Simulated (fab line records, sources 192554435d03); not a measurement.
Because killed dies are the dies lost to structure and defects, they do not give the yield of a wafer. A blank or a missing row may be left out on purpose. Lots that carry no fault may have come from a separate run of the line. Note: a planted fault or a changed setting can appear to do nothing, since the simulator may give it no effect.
fab line records ; flow n5_finfet
record lots=6; wafers=18; last_day=19
route steps=1938 shown BEOL_M0@739 BEOL_M1@751 BEOL_M4@1111 PASSIVATION@1936
lots with no fault: from the same line, run without faults
start_h: the number of hours between the record's first day and the start of the first shown wafer of the lot ; wait_h: how many hours have passed since the lot's step before this one ; " as in the row above ; L1.1+2: a single row standing in for several wafers ; - value missing, or start not given ; * or withheld: withheld ; < > ~ a bound
route shown NAME@n: a module of which the file shows steps, and the number in the route of the first ; usual: average and standard deviation across the fault-free wafers ; same: alike in all rows ; chamber/n: place in a boat ; sites: per-site readings ; _std_site: the values' standard deviation ; _edge_site: the outer-site mean with the inner-site mean subtracted ; radius_mm: how far each site lies from the wafer's centre ; mask NAME#n: copy n ; behind: the most recent tool/chamber to have shaped the wafer ; hold: reason for holding the lot/hours on hold/outcome of the hold ; device: the transistor (n, p or np) that didn't switch ; end of line: at the end of the route, the tests of the same wafers ; for a step that has no rows: nothing shown but its recipe ; killed: dies lost to structure and defects at the first sort, not the wafer's yield ; map: a wafer's dies, marking killed ones x, the rest . and places with no die _
set.NAME: setting as actually run; set.NAME@STEP: the setting as run at that earlier step ; model.NAME: the simulator's own value behind a step, which no gauge read
lots seen at some steps along the route; tables by step, rows by wafer
services: the hour from which a tool's chamber was out of use, counted from the record's first day as start_h (under 0 if before that day), plus the number of hours and why
## steps
# step N5_BEOL_M0_ANNEAL_135
# recipe temp_c=400; time_s=60; ambient=vacuum
# step N5_BEOL_M0_SPUTTER_141
# recipe material=Cu; target_thk_a=40; temp_c=-20; chamber_pressure_pa=0.07; power_w=withheld; time_s=7.37
# step N5_BEOL_M0_ECD_118
# recipe material=Cu; target_thk_a=3000
# step N5_BEOL_M0_ANNEAL_119
# recipe temp_c=225; time_s=90; ambient=N2
# usual anneal_temp_c_max=226.21/0.24; wafer_temp_C_max=225.74/0.22
lot.wafer;tool;chamber;start_h;wait_h;anneal_temp_c_max;wafer_temp_C_max
L112.3;rtp_anneal-01;0;171.49;4.7;226.19;225.85
L112.4;rtp_anneal-01;0;171.49;4.7;226.52;226.21
L112.6;rtp_anneal-01;0;171.49;4.7;226.10;226.02
L115.1;rtp_anneal-02;0;182.42;2.8;225.84;225.57
L115.3;rtp_anneal-02;0;182.42;2.8;225.92;225.91
L115.6;rtp_anneal-02;0;182.42;2.8;226.31;225.55
L121.1;rtp_anneal-01;0;222.11;0.1;226.37;225.78
L121.5;rtp_anneal-01;0;222.11;0.1;226.18;225.31
L121.6;rtp_anneal-01;0;222.11;0.1;226.16;225.45
L122.3;rtp_anneal-01;0;229.05;0.1;225.79;225.70
L122.4;rtp_anneal-01;0;229.05;0.1;226.31;225.58
L122.5;rtp_anneal-01;0;229.05;0.1;226.25;225.77
L125.1;rtp_anneal-01;0;252.11;0.1;226.18;226.14
L125.4;rtp_anneal-01;0;252.11;0.1;226.22;225.80
L125.5;rtp_anneal-01;0;252.11;0.1;226.77;225.71
L126.1;rtp_anneal-01;0;254.70;0.1;226.48;225.66
L126.3;rtp_anneal-01;0;254.70;0.1;226.20;225.71
L126.4;rtp_anneal-01;0;254.70;0.1;226.02;225.93
# step N5_BEOL_M0_CMP_120
# recipe stop_on=SiOC; t_overpolish_s=6.9; down_force_psi=1; platen_rpm=50; clearing_platen_down_force_psi=1.5; clearing_platen_rpm=50; post_cmp_clean=cu_alkaline; clearing_platen_pad_velocity_m_s=0.99484; pad_velocity_m_s=0.99484
# usual barrier_field_endpoint_s=3.66/0.13; clearing_platen_rpm=49.999/0.027; motor_current_A=6.2/0.62; overpolish_run_s=6.900/0.0088; time_to_endpoint_s=63/3.3
# same t_overpolish_s=6.9
lot.wafer;tool;chamber;start_h;wait_h;barrier_field_endpoint_s;clearing_platen_rpm;motor_current_A;overpolish_run_s;time_to_endpoint_s
L112.4;cmp-01;1;171.74;0.2;3.62;49.981;6.1;6.903;61
L112.3;cmp-01;3;171.74;0.2;3.46;50.007;6.3;6.907;68
L112.6;cmp-01;0;171.74;0.2;3.79;49.966;6.4;6.896;66
L115.1;cmp-02;3;182.71;0.3;3.68;50.026;7.0;6.892;67
L115.3;cmp-02;2;182.71;0.3;3.88;49.967;6.6;6.893;71
L115.6;cmp-02;3;182.71;0.3;3.81;49.994;6.8;6.907;67
L121.1;cmp-01;2;222.40;0.3;3.92;49.955;6.6;6.908;62
L121.5;cmp-01;2;222.40;0.3;3.75;49.990;6.7;6.904;63
L121.6;cmp-01;3;222.40;0.3;3.83;49.989;6.5;6.901;67
L122.3;cmp-02;0;229.30;0.2;3.82;50.035;6.6;6.902;65
L122.4;cmp-02;2;229.30;0.2;3.75;49.970;6.3;6.899;63
L122.5;cmp-02;3;229.30;0.2;3.63;49.982;7.0;6.889;61
L125.4;cmp-01;1;252.42;0.1;3.36;50.029;5.8;6.894;58
L125.1;cmp-01;2;252.42;0.1;3.56;50.050;6.4;6.914;62
L125.5;cmp-01;1;252.42;0.1;3.44;50.051;6.0;6.902;57
L126.3;cmp-01;2;254.99;0.2;3.65;49.977;6.8;6.883;64
L126.1;cmp-01;3;254.99;0.2;3.75;50.006;6.2;6.896;67
L126.4;cmp-01;1;254.99;0.2;3.52;49.980;5.6;6.915;59
# step N5_BEOL_M0_PRE_CLEAN_131
# recipe gas=NH3/H2; time_s=15; temp_c=*; rf_power_w=300
# usual heater_power_w=81/3.9
lot.wafer;tool;chamber;start_h;wait_h;heater_power_w
L112.3;cvd_co-02;0;172.03;0.0;83
L112.4;cvd_co-02;2;172.03;0.0;76
L112.6;cvd_co-02;1;172.03;0.0;82
L115.1;cvd_co-02;2;183.04;0.0;77
L115.3;cvd_co-02;1;183.04;0.0;82
L115.6;cvd_co-02;1;183.04;0.0;80
L121.1;cvd_co-02;2;222.74;0.0;76
L121.5;cvd_co-02;0;222.74;0.0;84
L121.6;cvd_co-02;1;222.74;0.0;82
L122.3;cvd_co-01;1;229.59;0.0;78
L122.4;cvd_co-01;1;229.59;0.0;77
L122.5;cvd_co-01;2;229.59;0.0;78
L125.1;cvd_co-02;1;252.75;0.0;81
L125.4;cvd_co-02;0;252.75;0.0;84
L125.5;cvd_co-02;1;252.75;0.0;81
L126.1;cvd_co-02;0;255.33;0.0;84
L126.3;cvd_co-02;2;255.33;0.0;77
L126.4;cvd_co-02;1;255.33;0.0;80
# step N5_BEOL_M0_CO_CAP_123
# recipe material=Co; target_thk_a=20; temp_c=200; precursor=CCTBA/H2; pressure_torr=30; time_s=102.1
# usual heater_power_w=231/5.5
lot.wafer;tool;chamber;start_h;wait_h;heater_power_w
L112.3;cvd_co-02;0;172.07;0.0;242
L112.4;cvd_co-02;2;172.07;0.0;227
L112.6;cvd_co-02;1;172.07;0.0;230
L115.1;cvd_co-02;2;183.08;0.0;227
L115.3;cvd_co-02;1;183.08;0.0;233
L115.6;cvd_co-02;1;183.08;0.0;229
L121.1;cvd_co-02;2;222.78;0.0;226
L121.5;cvd_co-02;0;222.78;0.0;240
L121.6;cvd_co-02;1;222.78;0.0;232
L122.3;cvd_co-01;1;229.63;0.0;233
L122.4;cvd_co-01;1;229.63;0.0;229
L122.5;cvd_co-01;2;229.63;0.0;230
L125.1;cvd_co-02;1;252.79;0.0;233
L125.4;cvd_co-02;0;252.79;0.0;236
L125.5;cvd_co-02;1;252.79;0.0;235
L126.1;cvd_co-02;0;255.37;0.0;237
L126.3;cvd_co-02;2;255.37;0.0;228
L126.4;cvd_co-02;1;255.37;0.0;225
# step N5_BEOL_M0_PRE_CLEAN_124
# recipe gas=NH3; time_s=15; temp_c=withheld; rf_power_w=300
# step N5_BEOL_M0_DEP_125
# recipe material=SiCN; target_thk_a=80; temp_c=withheld; precursor=3MS/NH3; pressure_torr=3; rf_w=202; time_s=14
# usual showerhead_plenum_p_Torr=3.665/0.013; throttle_valve_pct=9.1/0.59
lot.wafer;tool;chamber;start_h;wait_h;showerhead_plenum_p_Torr;throttle_valve_pct
L112.3;pecvd-01;2;172.19;0.0;3.678;8.1
L112.4;pecvd-01;1;172.19;0.0;3.678;8.7
L112.6;pecvd-01;2;172.19;0.0;3.677;8.5
L115.1;pecvd-04;0;183.20;0.0;3.649;10.2
L115.3;pecvd-04;2;183.20;0.0;3.671;8.8
L115.6;pecvd-04;2;183.20;0.0;3.686;8.9
L121.1;pecvd-02;1;222.91;0.0;3.673;9.6
L121.5;pecvd-02;0;222.91;0.0;3.639;8.9
L121.6;pecvd-02;1;222.91;0.0;3.674;9.5
L122.3;pecvd-02;1;229.78;0.0;3.667;9.4
L122.4;pecvd-02;0;229.78;0.0;3.651;8.6
L122.5;pecvd-02;0;229.78;0.0;3.641;8.4
L125.1;pecvd-01;1;252.90;0.0;3.685;8.7
L125.4;pecvd-01;0;252.90;0.0;3.665;9.5
L125.5;pecvd-01;1;252.90;0.0;3.687;8.7
L126.1;pecvd-04;1;255.48;0.0;3.654;9.5
L126.3;pecvd-04;0;255.48;0.0;3.653;10.2
L126.4;pecvd-04;1;255.48;0.0;3.654;9.6
# step N5_BEOL_M0_RS_MEAS_126
# recipe thk_meas_gauge=four-point-probe; reads=Co_of_BEOL_M0_CO_CAP_123+Cu_of_BEOL_M0_ECD_118+Co_of_BEOL_M0_CVD_115+TaN_of_BEOL_M0_ALD_136
# usual M0_RS=0.529/0.017
lot.wafer;tool;chamber;start_h;wait_h;M0_RS[ohm/sq]
L112.3;film_metro-01;-;172.25;0.1;0.513
L112.4;film_metro-01;-;172.25;0.1;0.548
L112.6;film_metro-01;-;172.25;0.1;0.511
L115.1;film_metro-01;-;183.27;0.0;0.540
L115.3;film_metro-01;-;183.27;0.0;0.526
L115.6;film_metro-01;-;183.27;0.0;0.521
L121.1;film_metro-01;-;222.99;0.1;0.516
L121.5;film_metro-01;-;222.99;0.1;0.504
L121.6;film_metro-01;-;222.99;0.1;0.526
L122.3;film_metro-01;-;229.85;0.1;0.519
L122.4;film_metro-01;-;229.85;0.1;0.503
L122.5;film_metro-01;-;229.85;0.1;0.519
L125.1;film_metro-02;-;252.98;0.1;0.538
L125.4;film_metro-02;-;252.98;0.1;0.543
L125.5;film_metro-02;-;252.98;0.1;0.560
L126.1;film_metro-02;-;255.55;0.0;0.539
L126.3;film_metro-02;-;255.55;0.0;0.538
L126.4;film_metro-02;-;255.55;0.0;0.561
# step N5_BEOL_M0_INSPECT_127
# recipe inspect_instrument=darkfield; mode=post_dep
# usual raw_defect_count=76/25
lot.wafer;tool;chamber;start_h;wait_h;raw_defect_count
L112.3;defect_inspect-01;-;172.28;0.0;59
L112.4;defect_inspect-01;-;172.28;0.0;50
L112.6;defect_inspect-01;-;172.28;0.0;51
L115.1;defect_inspect-02;-;183.29;0.0;62
L115.3;defect_inspect-02;-;183.29;0.0;84
L115.6;defect_inspect-02;-;183.29;0.0;57
L121.1;defect_inspect-02;-;223.02;0.0;80
L121.5;defect_inspect-02;-;223.02;0.0;129
L121.6;defect_inspect-02;-;223.02;0.0;97
L122.3;defect_inspect-02;-;229.87;0.0;97
L122.4;defect_inspect-02;-;229.87;0.0;81
L122.5;defect_inspect-02;-;229.87;0.0;89
L125.1;defect_inspect-01;-;253.01;0.0;88
L125.4;defect_inspect-01;-;253.01;0.0;61
L125.5;defect_inspect-01;-;253.01;0.0;78
L126.1;defect_inspect-01;-;255.58;0.0;51
L126.3;defect_inspect-01;-;255.58;0.0;66
L126.4;defect_inspect-01;-;255.58;0.0;86
# step N5_BEOL_M1_ILD_DEP_00
# recipe material=SiOC; target_thk_a=790; temp_c=350; precursor=DEMS/O2; pressure_torr=5; rf_w=500; time_s=15.3
# usual heater_power_w=499/85; showerhead_plenum_p_Torr=5.703/0.019; susceptor_temp_C=349.97/0.21; throttle_valve_pct=11.8/0.84
lot.wafer;tool;chamber;start_h;wait_h;heater_power_w;showerhead_plenum_p_Torr;susceptor_temp_C;throttle_valve_pct
L112.3;pecvd-03;1;172.32;0.0;558;5.705;349.85;12.7
L112.4;pecvd-03;0;172.32;0.0;451;5.738;352.46;12.9
L112.6;pecvd-03;2;172.32;0.0;377;5.692;349.97;10.5
L115.1;pecvd-03;0;183.33;0.0;530;5.724;352.45;13.0
L115.3;pecvd-03;1;183.33;0.0;497;5.713;349.59;12.6
L115.6;pecvd-03;1;183.33;0.0;516;5.716;349.85;13.0
L121.1;pecvd-02;0;223.05;0.0;584;5.679;350.78;11.5
L121.5;pecvd-02;0;223.05;0.0;560;5.696;350.25;11.5
L121.6;pecvd-02;1;223.05;0.0;617;5.703;349.88;12.4
L122.3;pecvd-01;2;229.91;0.0;553;5.692;350.19;10.9
L122.4;pecvd-01;2;229.91;0.0;549;5.717;349.88;10.8
L122.5;pecvd-01;0;229.91;0.0;581;5.678;349.93;12.0
L125.1;pecvd-02;1;253.05;0.0;596;5.728;350.20;12.7
L125.4;pecvd-02;0;253.05;0.0;488;5.676;350.49;11.3
L125.5;pecvd-02;1;253.05;0.0;597;5.696;349.85;12.9
L126.1;pecvd-03;1;255.62;0.0;522;5.717;349.84;12.7
L126.3;pecvd-03;2;255.62;0.0;353;5.688;350.03;10.4
L126.4;pecvd-03;2;255.62;0.0;351;5.691;350.14;10.7
# step N5_BEOL_M1_THK_MEAS_01
# recipe reads=SiOC_of_BEOL_M1_ILD_DEP_00
# usual M1_ILD_THK=79.4/1.1
lot.wafer;tool;chamber;start_h;wait_h;M1_ILD_THK[nm]
L112.3;film_metro-01;-;172.38;0.1;79.3
L112.4;film_metro-01;-;172.38;0.1;80.9
L112.6;film_metro-01;-;172.38;0.1;79.3
L115.1;film_metro-01;-;183.40;0.0;79.0
L115.3;film_metro-01;-;183.40;0.0;78.9
L115.6;film_metro-01;-;183.40;0.0;80.1
L121.1;film_metro-02;-;223.14;0.1;78.7
L121.5;film_metro-02;-;223.14;0.1;79.1
L121.6;film_metro-02;-;223.14;0.1;79.7
L122.3;film_metro-01;-;229.98;0.1;78.6
L122.4;film_metro-01;-;229.98;0.1;80.0
L122.5;film_metro-01;-;229.98;0.1;79.9
L125.1;film_metro-02;-;253.11;0.0;78.6
L125.4;film_metro-02;-;253.11;0.0;79.2
L125.5;film_metro-02;-;253.11;0.0;80.8
L126.1;film_metro-02;-;255.68;0.0;78.9
L126.3;film_metro-02;-;255.68;0.0;77.9
L126.4;film_metro-02;-;255.68;0.0;79.8
# step N5_BEOL_M4_RC_MEAS_101
# usual DIBL_N=36.3/2.2; DIBL_P=36.0/2.4; IOFF_N=0.16/0.042; IOFF_P=0.22/0.041; ION_N=672/14; ION_P=462/7.9; SS_N=71.7/0.76; SS_P=73.3/0.72; VT_N=250/3.6; VT_P=-249/3
lot.wafer;tool;chamber;start_h;wait_h;DIBL_N[mV/V];DIBL_P[mV/V];IOFF_N[nA/um];IOFF_P[nA/um];ION_N[uA/um];ION_P[uA/um];SS_N[mV/dec];SS_P[mV/dec];VT_N[mV];VT_P[mV]
L112.3;prober-01;0;210.61;0.3;41.9;41.4;0.27;0.32;698;471;72.4;74.5;241;-243
L112.4;prober-01;0;210.61;0.3;38.6;38.1;0.18;0.25;684;467;71.8;73.5;248;-248
L112.6;prober-01;0;210.61;0.3;36.6;34.8;0.14;0.20;660;452;71.2;72.7;251;-250
L115.1;prober-01;0;219.96;0.0;37.7;35.5;0.15;0.23;667;467;71.8;73.7;254;-249
L115.3;prober-01;0;219.96;0.0;35.2;32.9;0.12;0.18;659;454;70.6;72.1;254;-253
L115.6;prober-01;0;219.96;0.0;36.2;34.2;0.13;0.19;652;453;71.6;73.0;254;-250
L121.1;prober-01;0;269.53;0.0;33.7;33.3;0.11;0.15;661;456;70.8;72.6;257;-256
L121.5;prober-01;0;269.53;0.0;33.9;32.6;0.11;0.15;644;437;71.5;72.1;253;-253
L121.6;prober-01;0;269.53;0.0;31.5;30.9;0.09;0.13;651;452;70.0;71.6;256;-256
L122.3;prober-01;0;295.20;0.3;39.2;38.1;0.21;0.26;705;475;71.9;73.8;248;-247
L122.4;prober-01;0;295.20;0.3;36.5;35.3;0.15;0.21;671;467;71.1;73.7;252;-252
L122.5;prober-01;0;295.20;0.3;35.1;33.1;0.13;0.19;669;463;71.2;73.0;250;-251
L126.1;prober-01;0;316.51;0.0;35.7;34.4;0.14;0.16;673;451;70.6;72.0;249;-257
L126.3;prober-01;0;316.51;0.0;39.9;40.0;0.23;0.26;690;457;72.3;73.8;244;-248
L126.4;prober-01;0;316.51;0.0;38.0;37.6;0.17;0.20;668;452;72.6;73.6;250;-256
L125.1;prober-01;0;342.31;0.4;36.2;37.5;0.17;0.22;681;462;71.8;72.8;251;-248
L125.4;prober-01;0;342.31;0.4;35.7;36.7;0.17;0.21;677;462;71.1;73.6;250;-250
L125.5;prober-01;0;342.31;0.4;36.9;38.0;0.19;0.23;686;466;72.3;73.8;249;-248
# step N5_PASSIVATION_PROBE_49
# usual defect_limited_yield=91.3/1.7; killed_at_M0_to_M3=33/9.9; killed_at_M4_up=14/6.4; killed_at_contacts=12/7; killed_at_front_end=41/13; killed_at_other=3.1/2.9; killed_dies=103/20; killed_open=67/14; killed_short=34/9.4; sort_bin_4_leakage=0.03/0.24; sort_bin_5_function=5.1/1.1; sort_bin_6_memory=3.2/0.79; sort_bin_8_speed=0.02/0.15; sort_n_pass=1077/21; sort_yield_pct=91.2/1.7
# same gross_dies=1180; killed_at_back_side=0
lot.wafer;tool;chamber;start_h;wait_h;defect_limited_yield[%];killed_at_M0_to_M3;killed_at_M4_up;killed_at_contacts;killed_at_front_end;killed_at_other;killed_dies;killed_open;killed_short;sort_bin_4_leakage[%];sort_bin_5_function[%];sort_bin_6_memory[%];sort_bin_8_speed[%];sort_n_pass;sort_yield_pct[%]
L112.3;prober-01;-;305.09;0.1;88.6;57;2;8;65;3;135;81;50;0.08;7.2;4.1;0;1044;88.5
L112.4;prober-01;-;305.14;0.2;90.8;37;11;8;50;3;109;71;38;0;5.7;3.1;0;1071;90.8
L112.6;prober-01;-;305.24;0.3;91.8;37;8;8;38;6;97;63;32;0;4.8;3.2;0;1083;91.8
L115.1;prober-02;-;317.36;0.0;89.7;43;20;5;50;3;121;77;37;0;6.0;3.6;0;1059;89.7
L115.3;prober-02;-;317.46;0.1;91.7;23;31;8;33;3;98;68;29;0;4.9;3.3;0;1082;91.7
L115.6;prober-02;-;317.61;0.3;90.3;25;17;13;60;0;115;63;42;0;5.4;3.1;0;1065;90.3
L121.1;prober-02;-;378.20;0.0;90.3;40;13;11;46;4;114;70;41;0;5.7;3.6;0;1066;90.3
L121.5;prober-02;-;378.40;0.2;91.4;28;17;4;52;1;102;60;34;0;4.6;2.9;0.34;1074;91.0
L121.6;prober-02;-;378.45;0.3;91.6;39;12;10;35;3;99;71;26;0;4.7;3.2;0.08;1080;91.5
L122.3;prober-01;-;402.55;0.1;94.1;31;4;12;16;7;70;48;19;0;2.7;3.0;0;1110;94.1
L122.4;prober-01;-;402.60;0.2;92.1;33;8;14;35;3;93;66;25;0;4.2;3.4;0;1087;92.1
L122.5;prober-01;-;402.65;0.2;92.6;26;8;12;32;9;87;52;31;0;4.4;3.0;0;1093;92.6
L126.1;prober-01;-;437.68;0.0;92.0;25;16;10;42;1;94;68;24;0;5.6;2.3;0;1086;92.0
L126.3;prober-01;-;437.78;0.1;91.4;26;6;17;49;3;101;60;40;0;5.3;2.7;0;1079;91.4
L126.4;prober-01;-;437.83;0.2;92.0;23;17;8;43;3;94;68;26;0;4.7;3.0;0;1086;92.0
L125.1;prober-01;-;467.40;0.0;91.4;26;22;3;50;0;101;69;32;0;4.7;3.5;0;1079;91.4
L125.4;prober-01;-;467.55;0.2;89.2;44;17;14;50;2;127;84;43;0;6.8;3.6;0;1053;89.2
L125.5;prober-01;-;467.60;0.2;91.2;23;19;7;54;1;104;75;28;0;5.8;2.8;0;1076;91.2
# killed by level:class
L112.3 FIN_SAQP:geometric_particle:short=14 BEOL_M3:geometric_particle:open=14 STI_FIN_REVEAL:geometric_particle:open=13 BEOL_M0_SAQP:geometric_particle:short=12 DUMMY_GATE:geometric_particle:open=9 BEOL_M0_SAQP:geometric_particle:open=9 FIN_SAQP:geometric_particle:open=7 MOL_CONTACT_COAG:geometric_particle:open=7
L112.4 STI_FIN_REVEAL:geometric_particle:open=30 BEOL_M3:geometric_particle:open=7 MOL_CONTACT_COAG:geometric_particle:open=7 BEOL_M0_SAQP:geometric_particle:short=7 FIN_SAQP:geometric_particle:short=6 BEOL_M0_SAQP:geometric_particle:open=6 BEOL_M4:geometric_particle:short=6 BEOL_M2:geometric_particle:open=5
L112.6 FIN_SAQP:geometric_particle:short=11 BEOL_M0_SAQP:geometric_particle:open=10 BEOL_M2:geometric_particle:open=10 STI_FIN_REVEAL:geometric_particle:open=8 MOL_CONTACT_COAG:geometric_particle:open=8 FIN_SAQP:geometric_particle:open=7 BEOL_M0_SAQP:geometric_particle:short=7 BEOL_M1:geometric_particle:open=5
L115.1 FIN_SAQP:geometric_particle:open=14 BEOL_M0_SAQP:geometric_particle:short=12 BEOL_M4:geometric_particle:open=11 BEOL_M1:geometric_particle:open=10 FIN_SAQP:geometric_particle:short=7 BEOL_M2:geometric_particle:open=6 HKMG_FIN:area_etch=6 MOL_CONTACT_COAG:geometric_particle:open=5
L115.3 BEOL_M4:geometric_particle:open=21 FIN_SAQP:geometric_particle:open=7 FIN_SAQP:geometric_particle:short=6 BEOL_M0_SAQP:geometric_particle:open=6 BEOL_M2:geometric_particle:open=6 MOL_CONTACT_COAG:geometric_particle:short=5 DUMMY_GATE:geometric_particle:open=4 GATE_CUT:geometric_particle:open=4
L115.6 FIN_SAQP:geometric_particle:short=16 FIN_SAQP:geometric_particle:open=12 BEOL_M4:geometric_particle:open=11 MOL_CONTACT_COAG:geometric_particle:open=10 BEOL_M2:geometric_particle:open=10 HKMG_FIN:area_etch=10 STI_FIN_REVEAL:geometric_particle:open=6 STARTING-WAFER:geometric_particle:short=5
L121.1 BEOL_M0_SAQP:geometric_particle:short=16 STI_FIN_REVEAL:geometric_particle:open=13 FIN_SAQP:geometric_particle:open=12 MOL_CONTACT_COAG:geometric_particle:open=10 BEOL_M0_SAQP:geometric_particle:open=9 BEOL_M3:geometric_particle:open=9 FIN_SAQP:geometric_particle:short=6 BEOL_M5:geometric_particle:open=5
L121.5 STI_FIN_REVEAL:geometric_particle:open=14 FIN_SAQP:geometric_particle:short=13 BEOL_M3:geometric_particle:open=9 FIN_SAQP:geometric_particle:open=8 BEOL_M0_SAQP:geometric_particle:short=7 HKMG_FIN:area_etch=7 BEOL_M0_SAQP:geometric_particle:open=5 MOL_CONTACT_COAG:geometric_particle:open=4
L121.6 BEOL_M0_SAQP:geometric_particle:open=11 MOL_CONTACT_COAG:geometric_particle:open=10 BEOL_M0_SAQP:geometric_particle:short=10 BEOL_M4:geometric_particle:open=8 FIN_SAQP:geometric_particle:open=7 DUMMY_GATE:geometric_particle:open=5 BEOL_M3:geometric_particle:open=5 FIN_SAQP:geometric_particle:short=4
L122.3 MOL_CONTACT_COAG:geometric_particle:open=12 DUMMY_GATE:geometric_particle:open=6 BEOL_M3:geometric_particle:open=6 BEOL_M2:geometric_particle:open=5 BEOL_M1:geometric_particle:short=4 MIM_TOP_ETCH:geometric_particle:short=4 MIM_TOP_ETCH:geometric_particle:open=3 BEOL_M0:geometric_particle:open=3
L122.4 BEOL_M3:geometric_particle:open=11 MOL_CONTACT_COAG:geometric_particle:open=11 STARTING-WAFER:geometric_particle:open=7 DUMMY_GATE:geometric_particle:open=5 BEOL_M0:geometric_particle:open=5 FIN_CUT:geometric_particle:open=4 STI_FIN_REVEAL:geometric_particle:open=3 GATE_CUT:geometric_particle:open=3
L122.5 BEOL_M3:geometric_particle:open=13 MOL_CONTACT_COAG:geometric_particle:open=11 STI_FIN_REVEAL:geometric_particle:open=8 STARTING-WAFER:geometric_particle:short=6 GATE_CUT:geometric_particle:short=5 BEOL_M2:geometric_particle:open=4 MIM_TOP_ETCH:geometric_particle:short=3 STARTING-WAFER:geometric_particle:open=3
L126.1 FIN_SAQP:geometric_particle:open=16 FIN_SAQP:geometric_particle:short=9 STI_FIN_REVEAL:geometric_particle:open=9 MOL_CONTACT_COAG:geometric_particle:open=8 BEOL_M0_SAQP:geometric_particle:open=8 BEOL_M0_SAQP:geometric_particle:short=7 BEOL_M4:geometric_particle:open=6 BEOL_M2:geometric_particle:open=4
L126.3 MOL_CONTACT_COAG:geometric_particle:open=14 STI_FIN_REVEAL:geometric_particle:open=13 BEOL_M0_SAQP:geometric_particle:short=11 FIN_SAQP:geometric_particle:open=9 FIN_SAQP:geometric_particle:short=8 STARTING-WAFER:geometric_particle:short=5 DUMMY_GATE:geometric_particle:open=3 MOL_CONTACT_COAG:geometric_particle:short=3
L126.4 FIN_SAQP:geometric_particle:open=14 STI_FIN_REVEAL:geometric_particle:open=9 BEOL_M0:geometric_particle:open=6 MOL_CONTACT_COAG:geometric_particle:open=5 BEOL_M0_SAQP:geometric_particle:short=5 GATE_CUT:geometric_particle:short=4 BEOL_M0_SAQP:geometric_particle:open=4 BEOL_M1:geometric_particle:open=4
L125.1 BEOL_M4:geometric_particle:open=16 STI_FIN_REVEAL:geometric_particle:open=15 BEOL_M3:geometric_particle:open=10 FIN_SAQP:geometric_particle:short=6 BEOL_M1:geometric_particle:open=6 DUMMY_GATE:geometric_particle:open=5 BEOL_M0_SAQP:geometric_particle:short=5 STI_FIN_REVEAL:geometric_particle:short=4
L125.4 STI_FIN_REVEAL:geometric_particle:open=18 MOL_CONTACT_COAG:geometric_particle:open=10 BEOL_M1:geometric_particle:open=10 BEOL_M3:geometric_particle:open=10 FIN_SAQP:geometric_particle:open=8 BEOL_M1:geometric_particle:short=8 BEOL_M4:geometric_particle:open=8 BEOL_M0_SAQP:geometric_particle:short=6
L125.5 STI_FIN_REVEAL:geometric_particle:open=12 FIN_SAQP:geometric_particle:open=10 BEOL_M3:geometric_particle:open=10 FIN_SAQP:geometric_particle:short=9 BEOL_M4:geometric_particle:open=9 DUMMY_GATE:geometric_particle:open=6 MOL_CONTACT_COAG:geometric_particle:open=6 BEOL_M1:geometric_particle:open=4
## services
tool;chamber;start_h;hours;kind
pecvd-01;-;151.85;14.6;pm
cmp-02;-;154.34;1.1;repair
cvd_co-02;2;157.27;6.8;repair
cmp-02;-;163.53;4.0;pm
cvd_co-01;-;165.04;0.5;repair
pecvd-04;0;165.96;12.2;repair
cmp-02;-;167.53;-;consumable_replace:conditioner
cmp-02;-;167.53;-;consumable_replace:pad
pecvd-01;1;176.64;5.5;scheduled_down
cmp-01;-;176.83;2.5;repair
rtp_anneal-01;-;180.85;2.4;pm
pecvd-03;-;189.70;2.8;pm
cmp-01;-;191.02;2.7;repair
pecvd-02;2;202.38;-;clean
pecvd-02;2;202.38;-;consumable_replace:showerhead
pecvd-02;2;202.38;29.0;scheduled_down
pecvd-02;2;202.38;29.0;vent_cycle
pecvd-01;2;217.52;5.5;scheduled_down
pecvd-02;-;231.82;5.6;repair
pecvd-04;0;231.97;6.2;repair
pecvd-01;0;233.33;2.1;scheduled_down
cmp-02;-;244.87;0.2;repair
cmp-02;-;252.15;4.3;repair
## key
first_sign step=N5_BEOL_M1_ILD_DEP_00; reading=susceptor_temp_C; direction=up; sigmas=12; usual=*; struck=*
effect none on later readings
met_at N5_BEOL_M1_ILD_DEP_00
struck_wafers L112.4,L115.1
baseline_loss step=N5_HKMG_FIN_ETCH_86; wafers=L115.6
fault kind=process_parameter_drift; tool=pecvd-03; chamber=0; onset_h=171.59; steps=N5_BEOL_M1_ILD_DEP_00; channel=temp_c; offset=*; shape=step; end_h=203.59; acts_in=*; stated=*
# baseline_loss: these wafers lose ten dies or more at that step, a loss of the line's own and not of a fault; the sort's usual values leave them out
